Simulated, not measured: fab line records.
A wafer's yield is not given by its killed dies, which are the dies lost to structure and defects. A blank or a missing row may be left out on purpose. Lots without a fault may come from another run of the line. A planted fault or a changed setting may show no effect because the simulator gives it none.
Which of the tools did it? -- flow n5Finfet -- 11 lots, 33 wafers sampled, at 5 steps of a route of 1938

== WHAT EACH GAUGE READ, for each wafer ==
The record holds no reading of a measuring or inspecting step that can be judged against a usual standard deviation.

== TOOL THAT RAN EACH LOT (tool first, then ch and the chambers of the sampled wafers, then the start) ==
lot,N5_BEOL_M8_STRIP_80,N5_BEOL_M8_ANNEAL_51,N5_BEOL_M8_CMP_52,N5_BEOL_M8_PRE_CLEAN_55,N5_PASSIVATION_PROBE_49
L535,"rieDiel-02 ch 1,3, day 9 08:31 or earlier","rtpAnneal-02 ch 0, day 9 08:31","cmp-04 ch 2,3, day 9 08:52","pecvd-03 ch 0,1,2, day 9 09:09",-
L539,"rieDiel-01 ch 0,2,3, day 11 05:25 or earlier","rtpAnneal-01 ch 0, day 11 05:25","cmp-04 ch 1,2, day 11 05:35","pecvd-01 ch 0,1, day 11 05:56",-
L543,"rieDiel-05 ch 1,2,3, day 11 17:58 or earlier","rtpAnneal-02 ch 0, day 11 17:58","cmp-04 ch 0,2,3, day 11 18:20","pecvd-01 ch 0,1,2, day 11 18:35","prober-02, day 14 08:59"
L546,"rieDiel-02 ch 0,1,2, day 12 07:06 or earlier","rtpAnneal-02 ch 0, day 12 07:06","cmp-04 ch 0,1,2, day 12 07:24","pecvd-01 ch 0,1,2, day 12 07:44",-
L549,"rieDiel-05 ch 0,1, day 13 17:40 or earlier","rtpAnneal-02 ch 0, day 13 17:40","cmp-03 ch 0,2, day 13 18:00","pecvd-03 ch 0,1, day 13 18:17",-
L550,"rieDiel-01 ch 1,2, day 14 07:09 or earlier","rtpAnneal-02 ch 0, day 14 07:09","cmp-04 ch 0,1,3, day 14 07:27","pecvd-04 ch 0,1,2, day 14 07:44",-
L554,"rieDiel-01 ch 0,1, day 14 12:45 or earlier","rtpAnneal-02 ch 0, day 14 12:45","cmp-03 ch 0,1,3, day 14 13:04","pecvd-03 ch 0,1, day 14 13:23",-
L555,"rieDiel-05 ch 0,2, day 14 20:17 or earlier","rtpAnneal-02 ch 0, day 14 20:17","cmp-02 ch 0,1,3, day 14 20:40","pecvd-01 ch 0,2, day 14 20:55",-
L556,"rieDiel-02 ch 2,3, day 15 06:59 or earlier","rtpAnneal-01 ch 0, day 15 06:59","cmp-03 ch 1,2,3, day 15 07:22","pecvd-04 ch 1,2, day 15 07:35",-
L557,"rieDiel-02 ch 0,2,3, day 15 09:22 or earlier","rtpAnneal-01 ch 0, day 15 09:22","cmp-04 ch 0,2,3, day 15 09:40","pecvd-01 ch 0,1,2, day 15 10:00",-
L558,"rieDiel-01 ch 0,2,3, day 15 18:38 or earlier","rtpAnneal-02 ch 0, day 15 18:38","cmp-04 ch 0,1,2, day 15 18:59","pecvd-03 ch 0,2, day 15 19:16",-
- N5_BEOL_M8_STRIP_80: strips in N2/H2, time 10 s.
- N5_BEOL_M8_ANNEAL_51: time 90 s.
- N5_BEOL_M8_CMP_52: polishes, stops on SiCOH lowk, t overpolish 6.9 s, target thk 80 nm.
- N5_BEOL_M8_PRE_CLEAN_55: time 15 s.
- N5_PASSIVATION_PROBE_49

== AS READ BY THE TOOLS THEMSELVES (means over the sampled wafers that have a number; for cases with no such wafer, the mark the record gives instead) ==
N5_BEOL_M8_STRIP_80. Usual: drypumpMotorCurrentA 5.8 A, standard deviation 0.44; n2FlowSccm 200.0 sccm, standard deviation 0.58; oesProductAu 0.77 a.u., standard deviation 0.089; rfVppV 59.0 V, standard deviation 0.83; showerheadPlenumPTorr 2.49 Torr, standard deviation 0.039; throttleValvePct 23.59 %, standard deviation 0.28.
lot,tool,drypumpMotorCurrentA (A),n2FlowSccm (sccm),oesProductAu (a.u.),rfVppV (V),showerheadPlenumPTorr (Torr),throttleValvePct (%),flag
L535,rieDiel-02,6.1,200.0,0.73,58.7,2.54,23.49,
L539,rieDiel-01,5.7,200.2,0.81,58.4,2.49,23.55,
L543,rieDiel-05,5.6,199.8,0.76,59.3,2.46,23.64,
L546,rieDiel-02,5.9,200.9,0.72,59.9,2.50,23.73,
L549,rieDiel-05,5.7,199.9,0.90,57.8,2.48,23.21,
L550,rieDiel-01,5.7,200.7,0.90,58.2,2.48,23.52,
L554,rieDiel-01,6.2,200.2,0.84,58.8,2.47,23.32,
L555,rieDiel-05,5.1,200.1,0.83,59.3,2.46,23.51,
L556,rieDiel-02,6.0,199.4,0.70,59.4,2.52,23.94,
L557,rieDiel-02,5.9,199.9,0.71,59.4,2.49,23.75,
L558,rieDiel-01,5.7,199.8,0.86,58.2,2.47,23.53,

N5_BEOL_M8_ANNEAL_51. Usual: annealTempC 225.02 C, standard deviation 0.17; wafer_temp_C_max 226.15, standard deviation 0.28.
lot,tool,annealTempC (C),wafer_temp_C_max,flag
L535,rtpAnneal-02,224.90,226.24,
L539,rtpAnneal-01,224.84,226.52,
L543,rtpAnneal-02,225.04,226.43,
L546,rtpAnneal-02,225.26,225.90,
L549,rtpAnneal-02,225.05,226.20,
L550,rtpAnneal-02,225.12,225.87,
L554,rtpAnneal-02,224.82,225.82,
L555,rtpAnneal-02,224.88,226.01,
L556,rtpAnneal-01,224.93,226.26,
L557,rtpAnneal-01,225.02,226.39,
L558,rtpAnneal-02,224.98,226.15,

N5_BEOL_M8_CMP_52. Usual: barrierFieldEndpointS 29.0 s, standard deviation 0.75; motorCurrentA 6.1 A, standard deviation 0.73; overpolishRunS 6.898 s, standard deviation 0.0094; retainingRingPressureFrac 1.000, standard deviation 0.0052; slurryFlowMlMin 150.0, standard deviation 0.5; timeToEndpointS 63.6 s, standard deviation 2.4.
lot,tool,barrierFieldEndpointS (s),motorCurrentA (A),overpolishRunS (s),retainingRingPressureFrac,slurryFlowMlMin,timeToEndpointS (s),flag
L535,cmp-04,28.9,5.8,6.900,0.995,149.8,64.5,
L539,cmp-04,29.6,6.1,6.895,0.997,150.3,63.7,
L543,cmp-04,28.0,5.7,6.896,1.002,149.9,60.8,
L546,cmp-04,28.8,6.0,6.900,0.998,150.4,63.8,
L549,cmp-03,30.1,6.7,6.894,1.002,149.9,67.0,
L550,cmp-04,28.7,5.9,6.897,1.002,150.0,66.0,
L554,cmp-03,28.6,6.3,6.903,0.996,150.3,63.1,
L555,cmp-02,28.7,5.8,6.898,1.000,150.2,59.7,
L556,cmp-03,29.5,6.5,6.908,1.004,150.3,65.6,
L557,cmp-04,29.2,5.8,6.905,1.003,149.4,65.1,
L558,cmp-04,29.1,5.9,6.893,1.004,149.2,63.5,

N5_BEOL_M8_PRE_CLEAN_55. Usual: rfFwdPowerW 295.0 W, standard deviation 1.7.
lot,tool,rfFwdPowerW (W),flag
L535,pecvd-03,294.0,
L539,pecvd-01,296.2,
L543,pecvd-01,232.9,OFF
L546,pecvd-01,233.2,OFF
L549,pecvd-03,293.4,
L550,pecvd-04,294.7,
L554,pecvd-03,295.0,
L555,pecvd-01,293.7,
L556,pecvd-04,295.5,
L557,pecvd-01,295.2,
L558,pecvd-03,293.4,

N5_PASSIVATION_PROBE_49. Usual: defectLimitedYield 91.2 %, standard deviation 1.6; killed_at_M0_to_M3 33, standard deviation 11; killed_at_M4_up 15, standard deviation 6.2; killedAtContacts 15, standard deviation 7.1; killedAtFrontEnd 38, standard deviation 12; killedAtOther 4, standard deviation 3.5; killedDies 104, standard deviation 19; killedOpen 69, standard deviation 14; killedShort 34, standard deviation 8.5; sort_bin_5_function 5.2 %, standard deviation 0.99; sort_bin_6_memory 3.3 %, standard deviation 0.77; sortNPass 1076, standard deviation 19; sortYieldPct 91.2 %, standard deviation 1.6.
lot,tool,defectLimitedYield (%),killed_at_M0_to_M3,killed_at_M4_up,killedAtContacts,killedAtFrontEnd,killedAtOther,killedDies,killedOpen,killedShort,sort_bin_5_function (%),sort_bin_6_memory (%),sortNPass,sortYieldPct (%),flag
L543,prober-02,90.9,38,20,9,36,4,107,66,40,5.1,3.6,1073,90.9,

== THE ANSWER, worked out from the rows above alone ==
Rule: lot off if the mean of its wafers having a number is beyond 3 standard deviations from the usual mean. A lot without any number at a reading at which 4 lots or more have one is off too. Any other lot the step has rows for is counted as sound. Order of review: gauges by route order, followed by the tools' own readings, for which a lot's mean as printed above is used. The first step at which some lot is off is used, and at that step the reading that is off furthest; a lot without a number counts as furthest.
Off: L543, L546 (N5_BEOL_M8_PRE_CLEAN_55, rfFwdPowerW).
If a tool, at that step or one of the process steps before it, ran each lot that is off and ran no sound lot following the first of them, it fits. Because N5_BEOL_M8_STRIP_80 lacks a start for some lots, the hours and order of its lots are taken from N5_BEOL_M8_ANNEAL_51. Of those tried, none fits.

== WHAT WAS PUT IN BY THE SIMULATOR ==
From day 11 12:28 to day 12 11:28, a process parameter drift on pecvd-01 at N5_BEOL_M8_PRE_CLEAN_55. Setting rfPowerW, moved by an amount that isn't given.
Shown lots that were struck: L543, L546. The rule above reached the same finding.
